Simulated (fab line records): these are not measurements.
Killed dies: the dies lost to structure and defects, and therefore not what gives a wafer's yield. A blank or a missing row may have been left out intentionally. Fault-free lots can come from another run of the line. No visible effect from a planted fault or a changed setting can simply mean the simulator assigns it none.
fab line records ; flow n5-finfet
record lots=4; wafers=12; last-day=20
route steps=1938 shown BEOL_M11@1590 BEOL_M12@1602 PASSIVATION@1936
lots that met no fault: taken from a fault-free run of the same line
start-h: start of the lot's first displayed wafer, in hours after the record's first day ; wait-h: hours since the lot's step before ; " same as the row above ; L1.1+2: a row that stands for several wafers ; - no value present, or no start provided ; * or withheld: withheld ; < > ~ a bound
route shown NAME@n: names a module that has steps shown in the file, with the first one's number in the route ; usual: mean and standard deviation over wafers with no fault ; same: alike in all rows ; chamber/n: place in a boat ; sites: readings site by site ; _std_site: standard deviation of those values ; _edge_site: the outer-site mean with the inner-site mean subtracted ; radius-mm: for every site, how far away it sits from the centre of the wafer ; mask NAME#n: copy n ; behind: the tool/chamber that last shaped the wafer ; hold: why the lot went on hold/how many hours it stayed there/how the hold came to an end ; device: transistor that didn't switch, given as n, p or np ; end of line: the tests these same wafers got at the end of their route ; where a step has no rows: the recipe by itself ; killed: at the first sort, the dies lost to defects and structure; wafer yield is something else ; map: a wafer's dies, x killed, . not, _ none there
set.NAME: the run value of the setting; set.NAME@STEP: its run value at that earlier step ; model.NAME: the simulator's own value behind a step, which no gauge read
a table for each step, a row for each wafer; lots at some steps of the route
services: when a tool's chamber went out of use (start-h, in hours from the record's first day, below 0 if earlier), for how many hours, and the reason
## steps
# step N5_BEOL_M11_ALD_74
# recipe material=TaN; target-thk-a=20; temp-c=275; ald-precursor-family=PDMAT; ald-co-reactant=NH3; pressure-torr=3; carrier-flow-sccm=1500; pulse-time-s=2; purge-time-s=3; co-reactant-purge-time-s=2; co-reactant-pulse-time-s=3; ald-cycles=40; precursor-vessel-temp-c=75; precursor-vessel-pressure-torr=26.25; precursor-vessel-carrier-sccm=1000
# step N5_BEOL_M11_SURFACE_TREAT_76
# recipe gas=Ar; time-s=*; ion-energy-ev=*; ion-current-ma-cm2=0.5; pressure-mtorr=*; ar-flow-sccm=30
# step N5_BEOL_M11_CVD_75
# recipe material=Co; target-thk-a=20; temp-c=withheld; precursor=CCTBA/H2; pressure-torr=30; time-s=138.9
# step N5_BEOL_M11_SPUTTER_48
# recipe material=Cu; target-thk-a=120; temp-c=-20; bias-v=60; power-w=26000; chamber-pressure-pa=0.13; time-s=2
# step N5_BEOL_M11_ECD_50
# recipe material=Cu; target-thk-a=3180
# step N5_BEOL_M11_ANNEAL_51
# recipe temp-c=225; time-s=90; ambient=N2
# step N5_BEOL_M11_CMP_52
# recipe stop-on=SiCOH_lowk; t-overpolish-s=7; down-force-psi=1; platen-rpm=50; clearing-platen-down-force-psi=1.5; clearing-platen-rpm=50; post-cmp-clean=cu-alkaline; target-thk-nm=140; clearing-platen-pad-velocity-m-s=0.99484; pad-velocity-m-s=0.99484
# step N5_BEOL_M11_PRE_CLEAN_55
# recipe gas=NH3; time-s=15; temp-c=withheld; rf-power-w=300
# step N5_BEOL_M11_DEP_56
# recipe material=SiCN; target-thk-a=300; temp-c=withheld; precursor=3MS/NH3; pressure-torr=3; rf-w=675; time-s=10.5
# step N5_BEOL_M12_ILD_DEP_00
# recipe material=SiOC; target-thk-a=6589.2; temp-c=350; precursor=DEMS/O2; pressure-torr=5; rf-w=500; time-s=130.7
# usual heater-power-w=491/72; showerhead-plenum-p-Torr=5.687/0.016; throttle-valve-pct=11.9/0.69
lot.wafer;tool;chamber;start-h;wait-h;heater-power-w;showerhead-plenum-p-Torr;throttle-valve-pct;model.SiOC_of_BEOL_M12_ILD_DEP_00.thk-nm
L483.4;pecvd-01;2;359.40;0.1;561;5.677;11.4;659.4
L483.5;pecvd-01;0;359.40;0.1;441;5.680;12.4;665.6
L483.6;pecvd-01;1;359.40;0.1;529;5.718;12.5;671.2
L482.1;pecvd-01;0;373.47;0.0;559;5.683;12.9;688.2
L482.3;pecvd-01;2;373.47;0.0;537;5.648;11.5;694.2
L482.6;pecvd-01;0;373.47;0.0;443;5.672;12.5;656.2
L486.1;pecvd-01;1;382.59;0.0;581;5.712;12.3;704.8
L486.2;pecvd-01;2;382.59;0.0;565;5.670;11.3;637.2
L486.4;pecvd-01;0;382.59;0.0;497;5.678;12.7;656
L490.2;pecvd-03;0;426.73;0.0;466;5.696;11.9;660.8
L490.3;pecvd-03;2;426.73;0.0;564;5.672;11.0;656
L490.5;pecvd-03;1;426.73;0.0;489;5.697;12.5;662.8
# step N5_BEOL_M12_THK_MEAS_01
# recipe reads=SiOC_of_BEOL_M12_ILD_DEP_00
# usual M12_ILD_THK=657/10
lot.wafer;tool;chamber;start-h;wait-h;M12_ILD_THK[nm]
L483.4;film-metro-02;-;359.48;0.0;659
L483.5;film-metro-02;-;359.48;0.0;665
L483.6;film-metro-02;-;359.48;0.0;671
L482.1;film-metro-01;-;373.60;0.1;688
L482.3;film-metro-01;-;373.60;0.1;694
L482.6;film-metro-01;-;373.60;0.1;656
L486.1;film-metro-01;-;382.73;0.1;705
L486.2;film-metro-01;-;382.73;0.1;637
L486.4;film-metro-01;-;382.73;0.1;656
L490.2;film-metro-02;-;426.86;0.1;661
L490.3;film-metro-02;-;426.86;0.1;656
L490.5;film-metro-02;-;426.86;0.1;663
# step N5_BEOL_M12_COAT_58
# recipe resist=BARC; temp-c=205; time-s=60; spin-rpm=1500; resist-thk-nm=89
# step N5_BEOL_M12_COAT_04
# recipe spin-rpm=1625; resist-thk-nm=400
# step N5_BEOL_M12_EBR_06
# recipe solvent=PGMEA; ebr-width-mm=1.5
# step N5_BEOL_M12_SOFTBAKE_05
# recipe temp-c=130; time-s=60
# step N5_BEOL_M12_EXPOSE_07
# recipe mask-id=V11; na=0.93; source-shape=conventional; sigma-outer=0.6; polarization=unpolarized; attpsm-phase-deg=180; dose-mj=32.5
# step N5_BEOL_M12_PEB_08
# recipe peb-temp-c=130; peb-time-s=90
# step N5_BEOL_M12_DEVELOP_09
# recipe develop-time-s=45; rinse-liquid=diw; dry=air-spin; dev-temp-c=21
# step N5_BEOL_M12_HARDBAKE_14
# recipe temp-c=130; time-s=120
# step N5_BEOL_M12_DESCUM_15
# recipe chemistry=O2; time-s=7.9; source-power-w=50; bias-power-w=20; pressure-mtorr=20; rf-frequency-hz=2.712e+07; temp-c=40; o2-flow-sccm=225
# step N5_BEOL_M12_ETCH_59
# recipe chemistry=N2/H2; target=BARC; target-depth-a=890; overetch-a=267; time-s=67.9; ion-energy-ev=200; pressure-mtorr=30; source-w=840; bias-w=150; n2-flow-sccm=200; h2-flow-sccm=200
# step N5_BEOL_M12_VIA_ETCH_16
# recipe chemistry=C4F8/O2/Ar; target=SiOC; pressure-mtorr=30; source-w=3000; bias-w=700; Ar_flow_sccm=400; C4F8_flow_sccm=15; O2_flow_sccm=8; he-inner-torr=15; he-outer-torr=30; target-depth-a=7248; time-s=withheld; ion-energy-ev=250; ends=cleared
# usual drypump-motor-current-A=5.6/0.53; oes-product-au=0.72/0.074; rf-vpp-V=664.8/2.6; showerhead-plenum-p-Torr=3.41/0.09; throttle-valve-pct=24.02/0.18
lot.wafer;tool;chamber;start-h;wait-h;drypump-motor-current-A;oes-product-au;rf-vpp-V;showerhead-plenum-p-Torr;throttle-valve-pct;model.etch.depth-nm;model.coat_of_BEOL_M12_COAT_04.thk-nm
L483.4;rie-diel-04;1;359.96;0.0;6.3;0.72;667.5;3.45;24.36;659.3;124.4
L483.5;rie-diel-04;0;359.96;0.0;5.7;0.80;663.2;3.39;24.00;665.5;120.6
L483.6;rie-diel-04;1;359.96;0.0;6.4;0.72;666.8;3.45;24.38;671.2;120.4
L482.1;rie-diel-04;3;376.34;0.0;6.6;0.82;667.5;3.46;23.70;688.2;112.8
L482.3;rie-diel-04;1;376.34;0.0;6.3;0.71;665.4;3.45;24.38;694.1;113
L482.6;rie-diel-04;3;376.34;0.0;6.6;0.82;666.8;3.46;23.71;656.1;122.4
L486.1;rie-diel-01;3;383.21;0.0;5.6;0.69;660.9;3.28;23.80;704.8;109.2
L486.2;rie-diel-01;0;383.21;0.0;5.5;0.89;664.4;3.39;24.00;637.2;129.4
L486.4;rie-diel-01;1;383.21;0.0;5.1;0.62;667.7;3.52;24.23;656;124.2
L490.2;rie-diel-01;3;427.46;0.0;5.7;0.68;661.1;3.28;23.84;660.7;121
L490.3;rie-diel-01;0;427.46;0.0;5.5;0.83;663.6;3.38;24.03;655.9;123.4
L490.5;rie-diel-01;0;427.46;0.0;5.5;0.84;663.4;3.38;24.04;662.8;121
# step N5_BEOL_M12_STRIP_63
# recipe chemistry=N2/H2; power-w=1000; temp-c=250; h2-frac=0.65; overash-fraction=0.3; pressure-mtorr=1000; n2-flow-sccm=1750; h2-flow-sccm=3250
# usual drypump-motor-current-A=5.61/0.2; heater-power-w=318/33; oes-product-au=0.693/0.0047; strip-time-to-endpoint-s=42.8/0.97
lot.wafer;tool;chamber;start-h;wait-h;drypump-motor-current-A;heater-power-w;oes-product-au;rf-hours-counter-h;strip-time-to-endpoint-s
L483.4;plasma-asher-01;0;360.18;-;5.28;280;0.691;-;42.9
L483.5;plasma-asher-01;0;360.18;-;5.27;277;0.692;-;41.8
L483.6;plasma-asher-01;1;360.18;-;5.54;375;0.697;-;41.8
L482.1;plasma-asher-01;1;376.54;-;5.53;388;0.696;157;39.7
L482.3;plasma-asher-01;0;376.54;-;5.28;274;0.679;-;39.8
L482.6;plasma-asher-01;1;376.54;-;5.53;378;0.695;-;42.3
L486.1;plasma-asher-01;0;383.44;-;5.29;274;0.689;161;38.8
L486.2;plasma-asher-01;1;383.44;-;5.52;381;0.695;161;44.2
L486.4;plasma-asher-01;0;383.44;-;5.28;278;0.685;-;42.8
L490.2;plasma-asher-02;1;427.66;-;5.83;308;0.698;97;42.0
L490.3;plasma-asher-02;0;427.66;-;5.64;307;0.690;-;42.6
L490.5;plasma-asher-02;0;427.66;-;5.64;322;0.691;-;42.0
# step N5_BEOL_M12_STRIP_64
# recipe chemistry=N2/H2; power-w=1000; temp-c=250; h2-frac=0.65; overash-fraction=0.3; pressure-mtorr=withheld; n2-flow-sccm=1750; h2-flow-sccm=3250
# step N5_BEOL_M12_STRIP_71
# recipe chemistry=post-etch-residue-remover; time-s=60; temp-c=25; remover-ph=withheld; remover-water-wt-pct=withheld; remover-fluoride-wt-pct=withheld
# step N5_BEOL_M12_SRD_72
# recipe time-s=30; temp-c=23; rinse-liquid=diw; dry=n2-spin; spin-rpm=1500; dry-time-s=30
# step N5_BEOL_M12_COAT_65
# recipe resist=SOC; temp-c=250; time-s=60; spin-rpm=1500; resist-thk-nm=300
# step N5_BEOL_M12_COAT_66
# recipe resist=SiARC; temp-c=220; time-s=60; spin-rpm=1500; resist-thk-nm=110
# step N5_BEOL_M12_COAT_22
# recipe spin-rpm=2888; resist-thk-nm=300
# step N5_BEOL_M12_EBR_24
# recipe solvent=PGMEA; ebr-width-mm=1.5
# step N5_BEOL_M12_SOFTBAKE_23
# recipe temp-c=130; time-s=60
# step N5_BEOL_M12_EXPOSE_25
# recipe mask-id=M12; na=0.93; source-shape=conventional; sigma-outer=0.4; polarization=unpolarized; dose-mj=21.8
# step N5_BEOL_M12_PEB_26
# recipe peb-temp-c=130; peb-time-s=90
# step N5_BEOL_M12_DEVELOP_27
# recipe develop-time-s=45; rinse-liquid=diw; dry=air-spin; dev-temp-c=21
# step N5_BEOL_M12_HARDBAKE_32
# recipe temp-c=130; time-s=120
# step N5_BEOL_M12_CMP_49
# recipe stop-on=SiOC; t-overpolish-s=20.6; down-force-psi=1; platen-rpm=50; clearing-platen-down-force-psi=1.5; clearing-platen-rpm=50; post-cmp-clean=cu-alkaline; target-thk-nm=320; clearing-platen-pad-velocity-m-s=0.99484; pad-velocity-m-s=0.99484
# usual motor-current-A=6.0/0.52; slurry-flow-ml-min=150.0/0.49
lot.wafer;tool;chamber;start-h;wait-h;motor-current-A;slurry-flow-ml-min;model.SiOC_of_BEOL_M12_ILD_DEP_00.thk-nm
L483.4;cmp-03;1;364.71;0.2;5.3;149.4;599
L483.6;cmp-03;3;364.71;0.2;6.1;150.9;614.8
L483.5;cmp-03;0;364.71;0.2;5.9;151.0;608.8
L482.3;cmp-03;0;379.75;0.2;6.1;149.9;637.2
L482.1;cmp-03;1;379.75;0.2;5.5;150.3;628.6
L482.6;cmp-03;2;379.75;0.2;5.0;150.7;595.8
L486.4;cmp-04;2;388.32;0.2;6.3;150.0;597.4
L486.1;cmp-04;3;388.32;0.2;6.3;149.8;645
L486.2;cmp-04;0;388.32;0.2;6.1;150.2;579.4
L490.3;cmp-03;2;430.25;0.2;5.3;150.2;597.4
L490.2;cmp-03;0;430.25;0.2;5.8;149.6;603.6
L490.5;cmp-03;2;430.25;0.2;5.1;150.4;605.8
# step N5_PASSIVATION_PROBE_49
# usual defect-limited-yield=91.4/1.4; killed_at_M0_to_M3=34/9.1; killed_at_M4_up=14/5.2; killed-at-contacts=12/6.4; killed-at-front-end=38/11; killed-at-other=3.7/2.8; killed-dies=102/17; killed-open=68/13; killed-short=32/7.8; sort_bin_5_function=5.1/1; sort_bin_6_memory=3.2/0.66; sort_bin_8_speed=0.1/0.92; sort-n-pass=1076/19; sort-yield-pct=91.2/1.6
# same gross-dies=1180; killed-at-back-side=0; sort_bin_4_leakage[%]=0
lot.wafer;tool;chamber;start-h;wait-h;defect-limited-yield[%];killed_at_M0_to_M3;killed_at_M4_up;killed-at-contacts;killed-at-front-end;killed-at-other;killed-dies;killed-open;killed-short;sort_bin_5_function[%];sort_bin_6_memory[%];sort_bin_8_speed[%];sort-n-pass;sort-yield-pct[%]
L483.4;prober-01;-;398.67;0.2;93.6;17;7;8;39;4;75;56;17;4.0;2.2;10.9;976;82.7
L483.5;prober-01;-;398.72;0.2;92.5;20;17;14;38;0;89;55;31;4.5;2.5;0;1091;92.5
L483.6;prober-01;-;398.77;0.3;90.9;30;15;14;48;0;107;73;31;5.3;3.6;0;1073;90.9
L490.2;prober-01;-;468.86;0.1;91.4;50;17;8;22;4;101;75;26;4.4;4.0;0;1079;91.4
L490.3;prober-01;-;468.91;0.1;92.0;40;3;9;36;6;94;63;31;4.8;3.0;0.1;1085;91.9
L490.5;prober-01;-;469.01;0.2;92.2;33;10;1;43;5;92;67;25;4.2;3.4;0;1088;92.2
# killed by level:class
L483.4 FIN_SAQP:geometric-particle:open=12 STI_FIN_REVEAL:geometric-particle:open=11 FIN_SAQP:geometric-particle:short=7 MOL_CONTACT_COAG:geometric-particle:open=7 BEOL_M2:geometric-particle:open=4 BEOL_M3:geometric-particle:open=4 BEOL_M5:geometric-particle:open=3 BEOL_M0_SAQP:geometric-particle:open=3
L483.5 FIN_SAQP:geometric-particle:open=14 FIN_SAQP:geometric-particle:short=12 MOL_CONTACT_COAG:geometric-particle:open=9 BEOL_M4:geometric-particle:open=7 BEOL_M0_SAQP:geometric-particle:short=6 MOL_CONTACT_COAG:geometric-particle:short=5 BEOL_M3:geometric-particle:open=5 STI_FIN_REVEAL:geometric-particle:open=3
L483.6 FIN_SAQP:geometric-particle:open=18 MOL_CONTACT_COAG:geometric-particle:open=11 BEOL_M0_SAQP:geometric-particle:open=8 BEOL_M0_SAQP:geometric-particle:short=7 STI_FIN_REVEAL:geometric-particle:open=6 BEOL_M2:geometric-particle:open=6 DUMMY_GATE:geometric-particle:open=6 BEOL_M2:geometric-particle:short=6
L490.2 BEOL_M0_SAQP:geometric-particle:open=14 BEOL_M0_SAQP:geometric-particle:short=9 BEOL_M2:geometric-particle:open=9 MOL_CONTACT_COAG:geometric-particle:open=8 BEOL_M1:geometric-particle:open=7 BEOL_M4:geometric-particle:open=7 FIN_SAQP:geometric-particle:open=5 BEOL_M3:geometric-particle:open=5
L490.3 FIN_SAQP:geometric-particle:open=9 BEOL_M2:geometric-particle:open=8 MOL_CONTACT_COAG:geometric-particle:open=8 BEOL_M3:geometric-particle:open=7 BEOL_M0_SAQP:geometric-particle:short=7 STI_FIN_REVEAL:geometric-particle:open=6 BEOL_M0_SAQP:geometric-particle:open=6 ILD0:geometric-particle:short=5
L490.5 BEOL_M2:geometric-particle:open=10 FIN_SAQP:geometric-particle:open=9 STI_FIN_REVEAL:geometric-particle:open=9 BEOL_M3:geometric-particle:open=9 BEOL_M0_SAQP:geometric-particle:open=5 STARTING-WAFER:geometric-particle:open=5 GATE_CUT:geometric-particle:short=4 BEOL_M1:geometric-particle:open=3
## services
tool;chamber;start-h;hours;kind
rie-diel-01;0;346.66;-;clean
rie-diel-01;0;346.66;-;consumable-replace:focus-ring
rie-diel-01;0;346.66;20.2;scheduled-down
rie-diel-01;0;346.66;20.2;vent-cycle
plasma-asher-01;-;347.50;3.3;repair
cmp-03;-;353.81;6.1;pm
rie-diel-04;2;364.60;12.6;repair
plasma-asher-02;-;368.23;15.7;repair
rie-diel-01;3;395.29;4.1;repair
cmp-04;-;412.24;1.4;repair
rie-diel-01;1;413.20;-;clean
rie-diel-01;1;413.20;-;consumable-replace:focus-ring
rie-diel-01;1;413.20;28.5;scheduled-down
rie-diel-01;1;413.20;28.5;vent-cycle
cmp-04;-;423.55;1.4;repair
cmp-03;-;427.87;0.4;repair
## key
first-sign step=N5_BEOL_M12_THK_MEAS_01; reading=M12_ILD_THK; direction=up; sigmas=3.6; usual=657; struck=696
effect step=N5_BEOL_M12_STRIP_63; reading=strip-time-to-endpoint-s; direction=down; sigmas=3.5; usual=*; struck=*
model-effect step=N5_BEOL_M12_ILD_DEP_00; value=SiOC_of_BEOL_M12_ILD_DEP_00.thk-nm; without=652.5; struck=695.7
model-effect step=N5_BEOL_M12_VIA_ETCH_16; value=etch.depth-nm; without=652.5; struck=695.7
model-effect step=N5_BEOL_M12_CMP_49; value=SiOC_of_BEOL_M12_ILD_DEP_00.thk-nm; without=593.7; struck=636.9
met-at N5_BEOL_M12_ILD_DEP_00
struck-wafers L482.1,L482.3,L486.1
onset-between 359.40 373.47
fault kind=process-parameter-drift; tool=pecvd-01; chamber=-; onset-h=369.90; steps=N5_BEOL_M12_ILD_DEP_00; channel=target-thk-a; offset=*; shape=step; end-h=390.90; scope=struck-wafers-only; acts-in=*; stated=*
